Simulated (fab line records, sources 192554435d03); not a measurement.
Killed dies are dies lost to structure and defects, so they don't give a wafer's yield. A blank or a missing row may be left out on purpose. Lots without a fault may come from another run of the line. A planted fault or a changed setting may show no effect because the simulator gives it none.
fab line records | flow n5_finfet
record lots=24 wafers=72 last_day=20
route steps=1938 shown BEOL_M4@1056 BEOL_M5@1128
lots that met no fault: from a run of the same line without faults
start_h: hours from the record's first day to the start of the lot's first wafer shown | wait_h: hours since the lot's step before | " the same as in the row above | L1.1+2: a row that stands for several wafers | - no value, or no start given | * or withheld: withheld | < > ~ a bound
route shown NAME@n: a module of which the file shows steps, and the number in the route of the first | usual: mean/standard deviation of fault-free wafers | same: alike in all rows | chamber/n: place in a boat | sites: the reading at each site | _std_site: their standard deviation | _edge_site: outer sites' mean less inner sites' | radius_mm: how far each site lies from the wafer's centre | mask NAME#n: copy n | behind: the tool/chamber that last shaped the wafer | hold: why the lot was held/for how many hours/how that ended | device: the transistor (n, p or np) that didn't switch | end of line: the same wafers' tests at the end of the route | a step without rows: its recipe alone | killed: dies lost to structure and defects at the first sort, not the wafer's yield | map: a wafer's dies, x killed, . not, _ none there
set.NAME: the setting as run; set.NAME@STEP: as run at that earlier step | model.NAME: the simulator's own value behind a step, which no gauge read
steps of the route over a sample of lots; a table a step, a row a wafer
services: from which hour (start_h, from the record's first day; less than 0 if before it) a tool's chamber was out of use, for how many hours, and why
## steps
# step N5_BEOL_M4_CD_MEAS_28
# recipe target_cd_nm=26.2 landing_energy_ev=500 detector=se_inlens target_cd_y_nm=24.1 polarity=opening
# usual cd_nm=26.23/0.23
# columns lot.wafer tool chamber start_h wait_h cd_nm
L074.1 cd_sem-01 0 182.92 - 26.39
L074.4 " 0 " " 26.11
L074.6 " 0 " " 26.64
L075.1 cd_sem-03 0 185.57 - 25.53
L075.4 " 0 " " 25.99
L075.5 " 0 " " 25.86
L076.2 cd_sem-01 0 186.12 - 26.26
L076.3 " 0 " " 26.10
L076.5 " 0 " " 26.20
L079.4 cd_sem-02 0 194.39 - 26.16
L079.5 " 0 " " 26.49
L079.6 " 0 " " 26.42
L077.1 cd_sem-01 0 195.01 - 26.58
L077.4 " 0 " " 26.44
L077.5 " 0 " " 26.44
L078.1 cd_sem-01 0 198.89 - 25.97
L078.4 " 0 " " 26.57
L078.6 " 0 " " 26.14
L081.1 cd_sem-02 0 213.51 - 26.29
L081.4 " 0 " " 25.88
L081.5 " 0 " " 26.14
L080.2 cd_sem-02 0 223.86 - 26.54
L080.3 " 0 " " 26.19
L080.6 " 0 " " 26.55
L083.1 cd_sem-01 0 228.08 - 26.52
L083.4 " 0 " " 26.67
L083.6 " 0 " " 26.49
L082.1 cd_sem-01 0 247.84 - 25.77
L082.5 " 0 " " 25.96
L082.6 " 0 " " 26.53
L084.2 cd_sem-02 0 255.90 - 26.53
L084.3 " 0 " " 26.53
L084.5 " 0 " " 26.37
L085.3 cd_sem-01 0 256.16 - 26.43
L085.4 " 0 " " 26.19
L085.5 " 0 " " 26.19
L086.1 cd_sem-01 0 257.41 - 26.45
L086.4 " 0 " " 26.26
L086.5 " 0 " " 25.75
L087.4 cd_sem-02 0 258.15 - 26.22
L087.5 " 0 " " 25.84
L087.6 " 0 " " 25.96
L089.3 cd_sem-03 0 266.47 - 26.15
L089.4 " 0 " " 25.99
L089.6 " 0 " " 26.37
L088.1 cd_sem-01 0 275.76 - 26.12
L088.4 " 0 " " 26.33
L088.6 " 0 " " 26.18
L090.1 cd_sem-03 0 276.99 - 26.21
L090.5 " 0 " " 26.30
L090.6 " 0 " " 25.99
L091.2 cd_sem-01 0 284.06 - 26.50
L091.3 " 0 " " 26.29
L091.4 " 0 " " 26.24
L092.2 cd_sem-02 0 293.19 - 26.37
L092.4 " 0 " " 26.04
L092.5 " 0 " " 26.21
L093.2 cd_sem-02 0 293.25 - 26.40
L093.3 " 0 " " 26.34
L093.4 " 0 " " 25.96
L094.2 cd_sem-03 0 296.74 - 26.35
L094.4 " 0 " " 26.56
L094.5 " 0 " " 26.16
L095.1 cd_sem-03 0 329.92 - 26.19
L095.3 " 0 " " 26.50
L095.6 " 0 " " 26.36
L096.2 cd_sem-03 0 335.15 - 26.01
L096.4 " 0 " " 26.13
L096.6 " 0 " " 26.04
L097.1 cd_sem-01 0 339.52 - 26.33
L097.2 " 0 " " 26.11
L097.5 " 0 " " 25.91
# step N5_BEOL_M4_ETCHBACK_99
# recipe chemistry=CHF3 target=SiO2 target_depth_a=50 time_s=10.4 source_w=215 bias_w=47 Ar_flow_sccm=200 CHF3_flow_sccm=12 ion_energy_ev=100 pressure_mtorr=30
# usual drypump_motor_current_A=5.6/0.49 oes_product_au=0.83/0.069 rf_vpp_V=241.7/2.7 showerhead_plenum_p_Torr=2.19/0.085 throttle_valve_pct=17.01/0.18
# columns lot.wafer tool chamber start_h wait_h drypump_motor_current_A oes_product_au rf_hours_counter_h rf_vpp_V showerhead_plenum_p_Torr throttle_valve_pct
L074.1 rie_diel-01 3 188.95 5.5 6.3 0.89 32 237.0 2.11 17.07
L074.4 " 0 " " 5.7 0.80 96 240.5 2.17 16.93
L074.6 " 2 " " 5.3 0.91 - 244.2 2.29 16.89
L076.2 rie_diel-03 0 191.77 4.8 5.5 1.00 2 240.8 2.11 16.66
L076.3 " 1 " " 6.5 0.85 66 244.0 2.27 17.01
L076.5 " 0 " " 5.5 1.00 - 239.3 2.11 16.63
L075.1 rie_diel-04 2 195.33 8.9 6.1 0.81 97 240.1 2.17 16.85
L075.4 " 2 " " 6.1 0.80 - 237.2 2.17 16.85
L075.5 " 1 " " 5.1 0.87 - 241.7 2.28 16.66
L079.4 rie_diel-03 2 217.74 22.9 5.3 0.71 220 239.7 2.05 17.26
L079.5 " 0 " " 5.5 0.95 - 240.9 2.10 16.69
L079.6 " 1 " " 6.5 0.84 - 242.8 2.27 17.03
L077.1 rie_diel-03 2 218.11 22.7 5.3 0.71 220 239.1 2.05 17.28
L077.4 " 1 " " 6.5 0.85 77 244.3 2.27 17.02
L077.5 " 0 " " 5.5 0.95 - 241.3 2.10 16.68
L078.1 rie_diel-01 0 225.21 25.8 5.7 0.78 108 241.7 2.16 16.97
L078.4 " 3 " " 6.3 0.87 44 237.5 2.11 17.07
L078.6 " 3 " " 6.3 0.87 - 237.7 2.11 17.07
L081.1 rie_diel-03 0 225.25 11.4 5.5 0.96 16 240.1 2.10 16.68
L081.4 " 3 " " 4.9 0.71 216 242.6 2.22 17.39
L081.5 " 3 " " 4.9 0.71 - 242.3 2.22 17.37
L080.2 rie_diel-01 1 228.55 4.1 5.1 0.86 52 245.5 2.28 17.00
L080.3 " 2 " " 5.3 0.90 35 243.0 2.29 16.93
L080.6 " 1 " " 5.1 0.86 - 245.2 2.28 17.02
L083.1 rie_diel-01 0 240.77 12.3 5.7 0.78 114 241.0 2.16 16.96
L083.4 " 3 " " 6.3 0.87 51 238.5 2.10 17.09
L083.6 " 0 " " 5.7 0.79 - 241.1 2.16 16.96
L082.1 rie_diel-04 0 249.86 1.7 5.3 0.85 65 245.4 2.10 16.96
L082.5 " 0 " " 5.3 0.85 - 245.9 2.10 16.97
L082.6 " 1 " " 5.0 0.84 - 242.6 2.27 16.72
L084.2 rie_diel-04 3 258.79 2.5 6.0 0.94 21 242.7 2.29 17.05
L084.3 " 2 " " 6.1 0.77 120 238.0 2.16 16.91
L084.5 " 0 " " 5.3 0.85 - 246.2 2.10 16.98
L085.3 rie_diel-01 3 258.83 2.2 6.2 0.85 57 237.0 2.10 17.12
L085.4 " 0 " " 5.7 0.77 120 241.9 2.16 16.97
L085.5 " 2 " " 5.3 0.87 - 242.3 2.28 16.95
L086.1 rie_diel-03 0 258.92 1.2 5.5 0.93 28 240.5 2.10 16.71
L086.4 " 3 " " 4.8 0.70 228 242.4 2.21 17.42
L086.5 " 3 " " 4.8 0.70 - 242.7 2.21 17.41
L087.4 rie_diel-01 3 264.47 6.0 6.2 0.85 59 238.0 2.10 17.12
L087.5 " 1 " " 5.1 0.84 - 244.6 2.28 17.04
L087.6 " 2 " " 5.3 0.86 - 241.8 2.28 16.94
L089.3 rie_diel-04 1 268.90 2.0 5.0 0.83 56 240.6 2.26 16.71
L089.4 " 2 " " 6.1 0.77 124 238.0 2.16 16.89
L089.6 " 0 " " 5.3 0.84 - 246.0 2.10 16.98
L088.1 rie_diel-03 3 291.14 14.9 4.9 0.69 239 242.1 2.21 17.43
L088.4 " 1 " " 6.5 0.82 99 244.9 2.26 17.05
L088.6 " 3 " " 4.9 0.69 - 242.0 2.21 17.43
L090.1 rie_diel-01 2 294.63 17.1 5.3 0.86 58 243.9 2.28 16.96
L090.5 " 1 " " 5.1 0.84 - 244.8 2.28 17.07
L090.6 " 0 " " 5.7 0.78 - 240.8 2.15 16.99
L091.2 rie_diel-04 0 294.73 10.1 5.4 0.83 80 245.9 2.09 17.01
L091.3 " 2 " " 6.1 0.76 133 237.7 2.16 16.94
L091.4 " 3 " " 6.0 0.90 - 241.6 2.29 17.06
L092.2 rie_diel-01 1 300.69 7.2 5.1 0.83 76 244.5 2.27 17.05
L092.4 " 0 " " 5.7 0.77 131 243.6 2.15 17.00
L092.5 " 2 " " 5.3 0.86 - 242.9 2.28 16.96
L093.2 rie_diel-01 3 301.17 7.6 6.3 0.83 70 238.4 2.10 17.11
L093.3 " 0 " " 5.7 0.77 132 241.0 2.15 16.99
L093.4 " 2 " " 5.3 0.85 61 244.4 2.28 16.96
L094.2 rie_diel-03 3 310.12 13.0 4.9 0.70 244 240.5 2.21 17.45
L094.4 " 1 " " 6.5 0.81 105 243.1 2.26 17.07
L094.5 " 1 " " 6.5 0.81 - 242.9 2.26 17.07
L095.1 rie_diel-01 1 332.94 2.6 5.1 0.81 87 244.7 2.27 17.07
L095.3 " 0 " " 5.8 0.76 142 242.6 2.15 17.03
L095.6 " 1 " " 5.1 0.82 - 243.1 2.27 17.08
L096.2 rie_diel-04 3 340.44 4.7 6.0 0.87 54 240.9 2.28 17.10
L096.4 " 1 " " 5.0 0.82 72 241.6 2.26 16.74
L096.6 " 3 " " 6.0 0.87 - 240.3 2.28 17.12
L097.1 rie_diel-01 1 343.66 3.6 5.1 0.80 93 244.7 2.27 17.08
L097.2 " 2 " " 5.3 0.82 78 241.4 2.27 16.99
L097.5 " 3 " " 6.3 0.82 - 237.2 2.09 17.15
# step N5_BEOL_M4_ANNEAL_51
# recipe temp_c=225 time_s=90 ambient=N2
# usual wafer_temp_C_max=225.70/0.18
# columns lot.wafer tool chamber start_h wait_h wafer_temp_C_max
L074.1 rtp_anneal-01 0 192.34 0.2 225.68
L074.4 " 0 " " 225.85
L074.6 " 0 " " 225.91
L076.2 rtp_anneal-01 0 195.18 0.1 225.95
L076.3 " 0 " " 225.56
L076.5 " 0 " " 225.65
L075.1 rtp_anneal-02 0 200.19 0.1 225.97
L075.4 " 0 " " 225.65
L075.5 " 0 " " 225.81
L079.4 rtp_anneal-01 0 221.68 0.2 225.93
L079.5 " 0 " " 226.05
L079.6 " 0 " " 225.64
L077.1 rtp_anneal-02 0 223.42 0.1 225.74
L077.4 " 0 " " 225.90
L077.5 " 0 " " 225.63
L078.1 rtp_anneal-02 0 228.59 0.1 225.81
L078.4 " 0 " " 225.83
L078.6 " 0 " " 225.66
L081.1 rtp_anneal-02 0 228.86 0.1 225.62
L081.4 " 0 " " 225.40
L081.5 " 0 " " 225.84
L080.2 rtp_anneal-01 0 232.57 0.1 225.38
L080.3 " 0 " " 225.67
L080.6 " 0 " " 225.68
L083.1 rtp_anneal-02 0 244.33 0.1 226.02
L083.4 " 0 " " 225.86
L083.6 " 0 " " 225.94
L082.1 rtp_anneal-02 0 254.11 0.1 225.78
L082.5 " 0 " " 225.58
L082.6 " 0 " " 225.58
L084.2 rtp_anneal-02 0 262.88 0.1 225.65
L084.3 " 0 " " 225.42
L084.5 " 0 " " 225.76
L085.3 rtp_anneal-01 0 263.07 0.1 225.50
L085.4 " 0 " " 225.57
L085.5 " 0 " " 225.74
L086.1 rtp_anneal-02 0 264.68 0.1 225.62
L086.4 " 0 " " 225.69
L086.5 " 0 " " 225.86
L087.4 rtp_anneal-01 0 268.07 0.2 225.44
L087.5 " 0 " " 226.05
L087.6 " 0 " " 225.65
L089.3 rtp_anneal-01 0 274.48 0.1 225.55
L089.4 " 0 " " 225.89
L089.6 " 0 " " 225.47
L088.1 rtp_anneal-02 0 294.93 0.1 225.75
L088.4 " 0 " " 225.90
L088.6 " 0 " " 225.57
L090.1 rtp_anneal-01 0 298.53 0.1 225.52
L090.5 " 0 " " 225.42
L090.6 " 0 " " 225.31
L091.2 rtp_anneal-02 0 298.84 0.1 225.73
L091.3 " 0 " " 225.79
L091.4 " 0 " " 225.55
L092.2 rtp_anneal-01 0 303.92 0.1 225.32
L092.4 " 0 " " 225.59
L092.5 " 0 " " 225.54
L093.2 rtp_anneal-02 0 305.88 0.1 225.82
L093.3 " 0 " " 225.68
L093.4 " 0 " " 225.97
L094.2 rtp_anneal-01 0 315.59 0.2 225.50
L094.4 " 0 " " 225.30
L094.5 " 0 " " 225.53
L095.1 rtp_anneal-02 0 337.92 0.1 226.08
L095.3 " 0 " " 225.83
L095.6 " 0 " " 225.85
L096.2 rtp_anneal-01 0 343.96 0.2 225.49
L096.4 " 0 " " 225.60
L096.6 " 0 " " 226.12
L097.1 rtp_anneal-01 0 347.29 0.1 225.94
L097.2 " 0 " " 225.65
L097.5 " 0 " " 225.47
# step N5_BEOL_M5_INSPECT_13
# recipe mode=adi inspect_instrument=brightfield
# usual raw_defect_count=389/92
# columns lot.wafer tool chamber start_h wait_h raw_defect_count
L074.1 defect_inspect-02 - 195.66 0.1 505
L074.4 " - " " 341
L074.6 " - " " 368
L076.2 defect_inspect-01 - 199.90 0.0 401
L076.3 " - " " 289
L076.5 " - " " 423
L075.1 defect_inspect-02 - 205.70 0.1 787
L075.4 " - " " 566
L075.5 " - " " 479
L079.4 defect_inspect-02 - 226.25 0.0 334
L079.5 " - " " 443
L079.6 " - " " 508
L077.1 defect_inspect-01 - 226.71 0.1 392
L077.4 " - " " 434
L077.5 " - " " 456
L078.1 defect_inspect-02 - 233.19 0.1 388
L078.4 " - " " 347
L078.6 " - " " 369
L081.1 defect_inspect-01 - 233.73 0.1 610
L081.4 " - " " 352
L081.5 " - " " 540
L080.2 defect_inspect-02 - 236.31 0.0 465
L080.3 " - " " 422
L080.6 " - " " 351
L083.1 defect_inspect-02 - 250.26 0.1 274
L083.4 " - " " 297
L083.6 " - " " 370
L082.1 defect_inspect-02 - 257.67 0.1 470
L082.5 " - " " 519
L082.6 " - " " 324
L084.2 defect_inspect-02 - 266.36 0.0 322
L084.3 " - " " 299
L084.5 " - " " 291
L085.3 defect_inspect-02 - 268.13 0.1 434
L085.4 " - " " 487
L085.5 " - " " 486
L086.1 defect_inspect-01 - 268.60 0.1 233
L086.4 " - " " 297
L086.5 " - " " 234
L087.4 defect_inspect-02 - 275.07 0.0 378
L087.5 " - " " 305
L087.6 " - " " 385
L089.3 defect_inspect-01 - 280.87 0.0 523
L089.4 " - " " 497
L089.6 " - " " 440
L088.1 defect_inspect-01 - 299.40 0.1 412
L088.4 " - " " 412
L088.6 " - " " 508
L090.1 defect_inspect-01 - 301.70 0.1 267
L090.5 " - " " 346
L090.6 " - " " 435
L091.2 defect_inspect-01 - 302.21 0.1 388
L091.3 " - " " 316
L091.4 " - " " 256
L092.2 defect_inspect-01 - 308.72 0.0 374
L092.4 " - " " 340
L092.5 " - " " 383
L093.2 defect_inspect-02 - 309.60 0.0 331
L093.3 " - " " 354
L093.4 " - " " 322
L094.2 defect_inspect-01 - 319.48 0.0 378
L094.4 " - " " 429
L094.5 " - " " 428
L095.1 defect_inspect-02 - 341.53 0.1 412
L095.3 " - " " 321
L095.6 " - " " 320
L096.2 defect_inspect-02 - 347.96 0.0 388
L096.4 " - " " 318
L096.6 " - " " 286
L097.1 defect_inspect-02 - 352.19 0.1 326
L097.2 " - " " 264
L097.5 " - " " 309
# step N5_BEOL_M5_ETCH_62
# recipe chemistry=N2/H2 target=SOC target_depth_a=750 overetch_a=150 mask_material=SiARC temp_c=40 time_s=112.5 ion_energy_ev=200 pressure_mtorr=30 source_w=840 bias_w=150 n2_flow_sccm=200 h2_flow_sccm=200
# usual drypump_motor_current_A=5.7/0.55 n2_flow_sccm=200.0/0.6 oes_product_au=0.62/0.04 rf_vpp_V=523.7/2.4 showerhead_plenum_p_Torr=2.54/0.081 throttle_valve_pct=17.71/0.18
# columns lot.wafer tool chamber start_h wait_h drypump_motor_current_A n2_flow_sccm oes_product_au rf_hours_counter_h rf_vpp_V showerhead_plenum_p_Torr throttle_valve_pct
L074.1 rie_diel-06 3 195.77 0.0 5.8 200.4 0.63 107 520.8 2.46 17.92
L074.4 " 2 " " 6.6 200.1 0.55 239 521.8 2.50 18.00
L074.6 " 1 " " 5.2 199.6 0.63 - 523.8 2.46 17.70
L076.2 rie_diel-06 2 200.15 0.0 6.6 200.2 0.55 240 523.0 2.50 18.03
L076.3 " 0 " " 6.2 200.5 0.55 230 522.7 2.52 17.80
L076.5 " 1 " " 5.2 201.1 0.64 - 522.8 2.46 17.72
L075.1 rie_diel-05 2 205.86 0.0 5.3 200.3 0.72 36 522.5 2.49 17.64
L075.4 " 3 " " 5.8 199.3 0.60 153 525.0 2.65 17.50
L075.5 " 3 " " 5.8 199.4 0.59 - 527.0 2.65 17.51
L079.4 rie_diel-02 3 226.36 0.0 4.7 199.7 0.64 75 522.2 2.47 17.54
L079.5 " 1 " " 6.4 199.5 0.66 - 527.7 2.70 17.78
L079.6 " 2 " " 6.1 200.6 0.64 - 525.5 2.57 17.82
L077.1 rie_diel-06 3 226.85 0.0 5.8 199.9 0.62 115 521.3 2.45 17.93
L077.4 " 2 " " 6.6 199.9 0.54 247 521.9 2.50 18.03
L077.5 " 3 " " 5.8 199.5 0.63 - 523.1 2.45 17.95
L078.1 rie_diel-06 1 233.35 0.0 5.2 199.0 0.62 105 521.6 2.46 17.74
L078.4 " 3 " " 5.8 199.7 0.62 117 520.9 2.45 17.94
L078.6 " 3 " " 5.8 198.4 0.63 - 521.7 2.45 17.92
L081.1 rie_diel-02 3 234.06 0.0 4.7 200.2 0.64 77 523.5 2.47 17.54
L081.4 " 1 " " 6.4 200.1 0.67 47 528.4 2.70 17.78
L081.5 " 2 " " 6.1 200.5 0.63 - 526.5 2.57 17.84
L080.2 rie_diel-06 3 236.42 0.0 5.8 200.1 0.62 118 519.9 2.45 17.93
L080.3 " 0 " " 6.2 201.2 0.55 240 523.2 2.52 17.81
L080.6 " 0 " " 6.2 200.7 0.55 - 521.7 2.52 17.82
L083.1 rie_diel-02 1 250.37 0.0 6.4 200.3 0.67 53 527.4 2.69 17.79
L083.4 " 2 " " 6.1 200.0 0.62 86 525.7 2.57 17.83
L083.6 " 3 " " 4.7 201.3 0.63 - 521.6 2.47 17.54
L082.1 rie_diel-05 2 257.79 0.0 5.3 199.2 0.70 51 522.0 2.48 17.68
L082.5 " 0 " " 5.0 199.4 0.59 - 526.9 2.64 17.64
L082.6 " 3 " " 5.8 199.9 0.59 - 524.7 2.65 17.54
L084.2 rie_diel-06 1 266.47 0.0 5.2 200.7 0.62 118 521.4 2.45 17.76
L084.3 " 3 " " 5.8 199.9 0.62 130 521.2 2.45 17.96
L084.5 " 3 " " 5.8 200.0 0.61 - 521.3 2.45 17.96
L085.3 rie_diel-06 3 268.33 0.0 5.9 200.2 0.62 131 521.1 2.45 17.98
L085.4 " 3 " " 5.8 199.1 0.62 - 521.8 2.45 17.96
L085.5 " 0 " " 6.2 200.1 0.54 - 523.8 2.51 17.83
L086.1 rie_diel-05 2 269.09 0.0 5.3 200.4 0.69 53 520.9 2.48 17.68
L086.4 " 2 " " 5.3 200.0 0.69 - 521.4 2.48 17.69
L086.5 " 3 " " 5.8 199.8 0.59 - 526.8 2.65 17.55
L087.4 rie_diel-02 1 275.79 0.0 6.4 199.9 0.66 59 528.2 2.69 17.79
L087.5 " 2 " " 6.1 200.2 0.62 - 524.7 2.57 17.86
L087.6 " 3 " " 4.8 200.4 0.63 - 521.5 2.46 17.56
L089.3 rie_diel-05 2 280.98 0.0 5.3 200.2 0.69 57 522.3 2.48 17.69
L089.4 " 1 " " 6.0 201.1 0.58 181 523.8 2.52 17.45
L089.6 " 3 " " 5.8 199.8 0.58 - 525.6 2.64 17.55
L088.1 rie_diel-02 0 299.68 0.0 5.8 199.7 0.62 126 524.3 2.55 17.40
L088.4 " 1 " " 6.4 200.1 0.66 66 528.3 2.69 17.80
L088.6 " 1 " " 6.4 200.1 0.65 - 527.1 2.69 17.81
L090.1 rie_diel-02 2 301.81 0.0 6.1 199.7 0.62 102 523.7 2.56 17.86
L090.5 " 3 " " 4.7 199.5 0.63 - 521.7 2.46 17.57
L090.6 " 0 " " 5.8 199.0 0.62 - 524.8 2.55 17.40
L091.2 rie_diel-02 2 302.33 0.0 6.1 199.9 0.62 102 524.8 2.56 17.86
L091.3 " 1 " " 6.4 200.7 0.65 67 528.1 2.69 17.80
L091.4 " 0 " " 5.8 199.1 0.61 127 524.8 2.55 17.40
L092.2 rie_diel-02 2 308.83 0.0 6.1 200.9 0.62 104 524.9 2.56 17.88
L092.4 " 1 " " 6.4 200.4 0.65 69 527.1 2.69 17.81
L092.5 " 0 " " 5.8 200.8 0.62 - 524.3 2.55 17.40
L093.2 rie_diel-02 2 310.07 0.0 6.1 200.3 0.61 104 522.9 2.56 17.86
L093.3 " 0 " " 5.8 199.9 0.61 129 523.5 2.55 17.41
L093.4 " 1 " " 6.4 200.9 0.64 69 527.5 2.69 17.80
L094.2 rie_diel-02 2 319.62 0.0 6.2 199.6 0.61 108 523.3 2.56 17.88
L094.4 " 1 " " 6.4 199.5 0.64 73 527.7 2.68 17.81
L094.5 " 2 " " 6.1 200.6 0.61 - 525.1 2.56 17.87
L095.1 rie_diel-02 2 341.78 0.0 6.1 200.7 0.60 118 523.5 2.56 17.89
L095.3 " 1 " " 6.4 199.5 0.63 81 528.9 2.68 17.83
L095.6 " 2 " " 6.1 201.6 0.60 - 523.6 2.56 17.89
L096.2 rie_diel-06 0 348.30 0.0 6.2 200.6 0.73 15 522.6 2.50 17.42
L096.4 " 2 " " 6.6 199.3 0.72 26 522.0 2.48 17.65
L096.6 " 1 " " 5.2 200.5 0.60 - 520.0 2.44 17.82
L097.1 rie_diel-05 2 352.32 0.0 5.3 198.6 0.67 78 522.0 2.47 17.70
L097.2 " 3 " " 5.8 200.0 0.57 196 526.9 2.63 17.59
L097.5 " 3 " " 5.8 200.8 0.57 - 526.5 2.63 17.58
# step N5_BEOL_M5_ETCH_68
# recipe chemistry=N2/H2 target=SOC target_depth_a=800 overetch_a=160 mask_material=SiARC temp_c=40 time_s=120 ion_energy_ev=200 pressure_mtorr=30 source_w=840 bias_w=150 n2_flow_sccm=200 h2_flow_sccm=200
# usual drypump_motor_current_A=5.7/0.51 n2_flow_sccm=200.0/0.63 oes_product_au=0.61/0.055 rf_vpp_V=523.6/2.3 showerhead_plenum_p_Torr=2.53/0.081 throttle_valve_pct=17.68/0.17
# columns lot.wafer tool chamber start_h wait_h drypump_motor_current_A n2_flow_sccm oes_product_au rf_hours_counter_h rf_vpp_V showerhead_plenum_p_Torr throttle_valve_pct
L074.1 rie_diel-06 3 199.31 0.0 5.8 198.5 0.61 108 521.3 2.46 17.92
L074.4 " 1 " " 5.2 199.1 0.62 95 519.7 2.46 17.71
L074.6 " 3 " " 5.8 200.3 0.61 - 522.4 2.46 17.91
L076.2 rie_diel-05 2 201.02 0.0 5.3 200.8 0.69 35 522.7 2.49 17.65
L076.3 " 0 " " 5.0 198.4 0.58 165 527.0 2.65 17.62
L076.5 " 0 " " 5.0 199.0 0.59 - 527.2 2.65 17.63
L075.1 rie_diel-02 3 211.55 0.0 4.8 199.9 0.62 71 524.0 2.47 17.50
L075.4 " 1 " " 6.4 199.7 0.65 41 527.5 2.70 17.74
L075.5 " 1 " " 6.4 200.4 0.66 - 528.8 2.70 17.75
L079.4 rie_diel-02 2 228.81 0.0 6.1 199.5 0.61 80 525.2 2.57 17.83
L079.5 " 0 " " 5.8 199.9 0.62 - 524.7 2.56 17.36
L079.6 " 1 " " 6.4 200.2 0.65 - 527.9 2.70 17.76
L077.1 rie_diel-05 2 229.00 0.0 5.3 200.2 0.68 43 521.2 2.49 17.65
L077.4 " 3 " " 5.8 200.6 0.57 160 526.8 2.65 17.53
L077.5 " 2 " " 5.3 200.8 0.69 - 522.3 2.49 17.65
L078.1 rie_diel-06 1 235.20 0.0 5.3 199.6 0.61 105 520.5 2.46 17.72
L078.4 " 0 " " 6.2 199.9 0.53 - 523.8 2.52 17.81
L078.6 " 3 " " 5.9 198.9 0.60 - 520.9 2.45 17.94
L081.1 rie_diel-05 0 235.24 0.0 5.0 201.5 0.58 175 527.5 2.65 17.64
L081.4 " 3 " " 5.8 200.3 0.58 162 527.7 2.65 17.52
L081.5 " 2 " " 5.3 199.7 0.68 - 522.1 2.48 17.68
L080.2 rie_diel-06 1 240.97 0.0 5.2 199.8 0.61 108 522.9 2.46 17.73
L080.3 " 3 " " 5.8 199.9 0.60 121 521.4 2.45 17.94
L080.6 " 0 " " 6.2 200.2 0.53 - 523.1 2.52 17.82
L083.1 rie_diel-05 3 251.92 0.0 5.8 201.0 0.56 167 526.8 2.65 17.52
L083.4 " 0 " " 5.1 199.9 0.57 180 526.4 2.65 17.66
L083.6 " 3 " " 5.8 200.0 0.57 - 526.2 2.65 17.53
L082.1 rie_diel-06 3 259.08 0.0 5.8 199.6 0.59 129 520.3 2.45 17.95
L082.5 " 3 " " 5.8 199.8 0.61 - 520.5 2.45 17.97
L082.6 " 0 " " 6.2 200.0 0.53 - 522.5 2.51 17.82
L084.2 rie_diel-06 0 267.73 0.0 6.2 200.0 0.53 253 523.0 2.51 17.86
L084.3 " 3 " " 5.9 199.1 0.60 131 521.8 2.45 17.97
L084.5 " 3 " " 5.8 199.9 0.60 - 521.8 2.45 17.97
L086.1 rie_diel-05 2 274.23 0.0 5.3 199.7 0.67 55 521.3 2.48 17.68
L086.4 " 3 " " 5.8 199.0 0.56 172 528.7 2.65 17.54
L086.5 " 0 " " 5.0 201.2 0.57 - 525.0 2.64 17.65
L085.3 rie_diel-06 1 274.37 0.0 5.3 200.6 0.59 120 521.5 2.45 17.76
L085.4 " 3 " " 5.8 199.7 0.59 - 520.0 2.45 17.97
L085.5 " 2 " " 6.6 199.2 0.77 - 524.3 2.49 17.61
L087.4 rie_diel-05 2 282.49 0.0 5.3 199.3 0.66 57 522.8 2.48 17.70
L087.5 " 0 " " 5.0 199.7 0.57 - 526.2 2.64 17.66
L087.6 " 3 " " 5.8 200.2 0.56 - 526.2 2.64 17.55
L089.3 rie_diel-02 1 282.55 0.0 6.4 199.5 0.64 62 528.1 2.69 17.79
L089.4 " 2 " " 6.1 200.4 0.60 96 525.2 2.57 17.85
L089.6 " 3 " " 4.7 200.2 0.61 - 521.6 2.46 17.55
L088.1 rie_diel-06 1 300.90 0.0 5.2 199.4 0.60 129 521.2 2.45 17.80
L088.4 " 2 " " 6.6 200.2 0.74 9 523.7 2.49 17.62
L088.6 " 2 " " 6.6 200.1 0.73 - 522.6 2.49 17.62
L090.1 rie_diel-02 3 303.97 0.0 4.8 200.6 0.60 98 521.1 2.46 17.57
L090.5 " 1 " " 6.4 199.8 0.63 - 526.9 2.69 17.81
L090.6 " 0 " " 5.8 200.1 0.60 - 523.8 2.55 17.40
L091.2 rie_diel-06 1 304.43 0.0 5.3 201.2 0.59 130 520.8 2.45 17.77
L091.3 " 2 " " 6.6 200.0 0.73 10 522.7 2.49 17.63
L091.4 " 0 " " 6.2 198.9 0.73 5 521.1 2.51 17.41
L092.2 rie_diel-06 2 310.11 0.0 6.6 199.6 0.72 12 522.7 2.49 17.63
L092.4 " 0 " " 6.3 200.5 0.73 7 522.9 2.51 17.40
L092.5 " 2 " " 6.6 200.1 0.73 - 521.4 2.49 17.64
L093.2 rie_diel-02 0 313.77 0.0 5.8 199.6 0.59 131 524.1 2.55 17.40
L093.3 " 2 " " 6.1 200.3 0.59 106 523.5 2.56 17.86
L093.4 " 3 " " 4.7 200.5 0.60 101 523.0 2.46 17.56
L094.2 rie_diel-05 3 322.86 0.0 5.8 201.0 0.56 187 525.4 2.64 17.57
L094.4 " 2 " " 5.3 199.7 0.65 69 521.6 2.47 17.69
L094.5 " 0 " " 5.0 199.4 0.57 - 526.0 2.64 17.68
L095.1 rie_diel-06 1 344.19 0.0 5.2 199.4 0.59 145 520.5 2.44 17.80
L095.3 " 2 " " 6.6 198.6 0.70 25 522.8 2.48 17.66
L095.6 " 1 " " 5.2 199.1 0.58 - 521.8 2.44 17.80
L096.2 rie_diel-05 2 350.49 0.0 5.3 201.0 0.64 77 522.3 2.47 17.71
L096.4 " 3 " " 5.8 200.3 0.55 195 526.1 2.64 17.59
L096.6 " 3 " " 5.8 200.3 0.55 - 525.4 2.63 17.57
L097.1 rie_diel-05 2 356.10 0.0 5.3 200.7 0.65 79 520.9 2.47 17.73
L097.2 " 0 " " 5.0 199.8 0.57 206 526.5 2.63 17.69
L097.5 " 3 " " 5.8 199.8 0.55 - 525.1 2.63 17.56
## services
# columns tool chamber start_h hours kind
rie_diel-03 0 165.44 - clean
rie_diel-03 0 165.44 - consumable_replace:focus_ring
rie_diel-03 0 165.44 20.8 scheduled_down
rie_diel-03 0 165.44 20.8 vent_cycle
rie_diel-02 3 173.20 15.3 repair
rie_diel-02 0 191.16 13.6 repair
rie_diel-06 2 235.12 - clean
rie_diel-06 2 235.12 - consumable_replace:focus_ring
rie_diel-06 2 235.12 34.8 scheduled_down
rie_diel-06 2 235.12 34.8 vent_cycle
rie_diel-01 0 264.71 3.7 repair
rie_diel-05 1 268.62 5.2 repair
rie_diel-06 0 269.92 - clean
rie_diel-06 0 269.92 - consumable_replace:focus_ring
rie_diel-06 0 269.92 19.5 scheduled_down
rie_diel-06 0 269.92 19.5 vent_cycle
rie_diel-04 1 294.03 23.1 repair
rie_diel-05 0 295.90 7.5 repair
rie_diel-02 - 306.21 0.9 repair
rie_diel-05 - 311.94 4.3 pm
rie_diel-03 2 313.71 - clean
rie_diel-06 0 313.92 13.7 repair
rie_diel-05 - 332.69 0.7 repair
rie_diel-03 - 353.27 4.3 pm
## key
fault none
